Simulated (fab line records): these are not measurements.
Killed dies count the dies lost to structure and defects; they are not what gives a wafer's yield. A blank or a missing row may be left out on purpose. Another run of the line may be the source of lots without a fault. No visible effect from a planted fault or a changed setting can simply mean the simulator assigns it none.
Split-lot experiment :: flow n5_finfet :: route with 1938 steps; 7 lots, 21 wafers read

## THE SPLIT
At N5_BEOL_M1_ALD_98 (deposits SiO2, target thk 2.5 nm, pulse time 1 s, co reactant pulse time 1 s), the setting ald_cycles was moved away from the recipe's 17 on 5 of the 21 wafers read, by -11.8% to +11.8%. The other wafers ran this setting at the recipe's value.

The split's own step is where the reading is taken.

## THE READING
SiO2_of_BEOL_M1_ALD_98.thk_nm (the simulator's own value, which no gauge read), in nm, at N5_BEOL_M1_ALD_98 (deposits SiO2, target thk 2.5 nm, pulse time 1 s, co reactant pulse time 1 s). There is no usual value for it anywhere in the file. The 16 wafers here that ran the recipe average 2.6 nm, standard deviation 0.078 nm.

wafer: L076.1
tool, chamber at the split: ald_sin-04, 3
ald_cycles as run: 18
against the recipe: +5.9%
SiO2_of_BEOL_M1_ALD_98.thk_nm, nm: 2.6
against lot-mates on the recipe: +0.0

wafer: L076.5
tool, chamber at the split: ald_sin-04, 1,0
ald_cycles as run: 17
against the recipe: recipe
SiO2_of_BEOL_M1_ALD_98.thk_nm, nm: 2.6
against lot-mates on the recipe: -

wafer: L076.6
tool, chamber at the split: ald_sin-04, 1,0
ald_cycles as run: 17
against the recipe: recipe
SiO2_of_BEOL_M1_ALD_98.thk_nm, nm: 2.6
against lot-mates on the recipe: -

wafer: L077.2
tool, chamber at the split: ald_sin-04, 3,0,3
ald_cycles as run: 17
against the recipe: recipe
SiO2_of_BEOL_M1_ALD_98.thk_nm, nm: 2.6
against lot-mates on the recipe: -

wafer: L077.4
tool, chamber at the split: ald_sin-04, 3,0,3
ald_cycles as run: 17
against the recipe: recipe
SiO2_of_BEOL_M1_ALD_98.thk_nm, nm: 2.6
against lot-mates on the recipe: -

wafer: L077.6
tool, chamber at the split: ald_sin-04, 3,0,3
ald_cycles as run: 17
against the recipe: recipe
SiO2_of_BEOL_M1_ALD_98.thk_nm, nm: 2.6
against lot-mates on the recipe: -

wafer: L079.2
tool, chamber at the split: ald_sin-02, 1,3
ald_cycles as run: 15
against the recipe: -11.8%
SiO2_of_BEOL_M1_ALD_98.thk_nm, nm: 2.2
against lot-mates on the recipe: -0.4

wafer: L079.4
tool, chamber at the split: ald_sin-02, 1,3
ald_cycles as run: 15
against the recipe: -11.8%
SiO2_of_BEOL_M1_ALD_98.thk_nm, nm: 2.2
against lot-mates on the recipe: -0.4

wafer: L079.3
tool, chamber at the split: ald_sin-02, 2
ald_cycles as run: 17
against the recipe: recipe
SiO2_of_BEOL_M1_ALD_98.thk_nm, nm: 2.6
against lot-mates on the recipe: -

wafer: L085.2
tool, chamber at the split: ald_sin-02, 1,3,2
ald_cycles as run: 17
against the recipe: recipe
SiO2_of_BEOL_M1_ALD_98.thk_nm, nm: 2.6
against lot-mates on the recipe: -

wafer: L085.3
tool, chamber at the split: ald_sin-02, 1,3,2
ald_cycles as run: 17
against the recipe: recipe
SiO2_of_BEOL_M1_ALD_98.thk_nm, nm: 2.6
against lot-mates on the recipe: -

wafer: L085.4
tool, chamber at the split: ald_sin-02, 1,3,2
ald_cycles as run: 17
against the recipe: recipe
SiO2_of_BEOL_M1_ALD_98.thk_nm, nm: 2.6
against lot-mates on the recipe: -

wafer: L086.2
tool, chamber at the split: ald_sin-04, 0,1,2
ald_cycles as run: 17
against the recipe: recipe
SiO2_of_BEOL_M1_ALD_98.thk_nm, nm: 2.6
against lot-mates on the recipe: -

wafer: L086.4
tool, chamber at the split: ald_sin-04, 0,1,2
ald_cycles as run: 17
against the recipe: recipe
SiO2_of_BEOL_M1_ALD_98.thk_nm, nm: 2.6
against lot-mates on the recipe: -

wafer: L086.6
tool, chamber at the split: ald_sin-04, 0,1,2
ald_cycles as run: 17
against the recipe: recipe
SiO2_of_BEOL_M1_ALD_98.thk_nm, nm: 2.6
against lot-mates on the recipe: -

wafer: L088.2
tool, chamber at the split: ald_sin-04, 1
ald_cycles as run: 17
against the recipe: recipe
SiO2_of_BEOL_M1_ALD_98.thk_nm, nm: 2.4
against lot-mates on the recipe: -

wafer: L088.5
tool, chamber at the split: ald_sin-04, 2,3
ald_cycles as run: 19
against the recipe: +11.8%
SiO2_of_BEOL_M1_ALD_98.thk_nm, nm: 2.8
against lot-mates on the recipe: +0.4

wafer: L088.6
tool, chamber at the split: ald_sin-04, 2,3
ald_cycles as run: 19
against the recipe: +11.8%
SiO2_of_BEOL_M1_ALD_98.thk_nm, nm: 2.8
against lot-mates on the recipe: +0.4

wafer: L096.1
tool, chamber at the split: ald_sin-04, 2,0
ald_cycles as run: 17
against the recipe: recipe
SiO2_of_BEOL_M1_ALD_98.thk_nm, nm: 2.4
against lot-mates on the recipe: -

wafer: L096.4
tool, chamber at the split: ald_sin-04, 2,0
ald_cycles as run: 17
against the recipe: recipe
SiO2_of_BEOL_M1_ALD_98.thk_nm, nm: 2.4
against lot-mates on the recipe: -

wafer: L096.2
tool, chamber at the split: ald_sin-04, 3
ald_cycles as run: 17
against the recipe: recipe
SiO2_of_BEOL_M1_ALD_98.thk_nm, nm: 2.6
against lot-mates on the recipe: -
The file does not say which wafer passed through which chamber wherever a row lists several chambers: such a row stands for several wafers.

THE FIT
A straight line over all 21 wafers: SiO2_of_BEOL_M1_ALD_98.thk_nm changes by +0.0245 nm for each +1% of ald_cycles; r = +0.86; the points scatter about the line by 0.079 nm.
The same after taking each lot's own level away (the mean of its wafers on the recipe; 21 wafers): +0.0321 nm for each +1%; r = +0.95; scatter 0.057 nm.
According to that fit, moving ald_cycles by its largest amount changes the reading by 0.38 nm.
The lots' own levels span 2.40 to 2.60 nm, that is 2.6 times the standard deviation above.
In other words, the slope is changed by the lot-to-lot level; the two fits disagree.
Check: for one of the wafers moved furthest among these (-11.8%), held out of the fit, the line's prediction against its lot-mates is -0.381 nm. Against them it came out at -0.4 nm.

## FURTHER SPLITS ON THESE WAFERS
Note: prior to the reading, these wafers also went through further splits. Each is held against what the fit with the lots' levels taken away leaves over:
other split on the same wafers: N5_BEOL_M0_SAQP_COAT_08 spin_rpm
wafers away from the commonest value: 7
r with SiO2_of_BEOL_M1_ALD_98.thk_nm (lot level and that fit taken away): +0.15

other split on the same wafers: N5_BEOL_M0_CUTY_EXPOSE_54 dose_mj
wafers away from the commonest value: 7
r with SiO2_of_BEOL_M1_ALD_98.thk_nm (lot level and that fit taken away): -0.15

other split on the same wafers: N5_BEOL_M0_ETCH_138 source_w
wafers away from the commonest value: 3
r with SiO2_of_BEOL_M1_ALD_98.thk_nm (lot level and that fit taken away): +0.03

other split on the same wafers: N5_BEOL_M1_ETCH_64 source_w
wafers away from the commonest value: 6
r with SiO2_of_BEOL_M1_ALD_98.thk_nm (lot level and that fit taken away): +0.08

## FILE'S OWN FIT
SiO2_of_BEOL_M1_ALD_98.thk_nm changes by +0.0302 nm for each +1% of ald_cycles, r = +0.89.
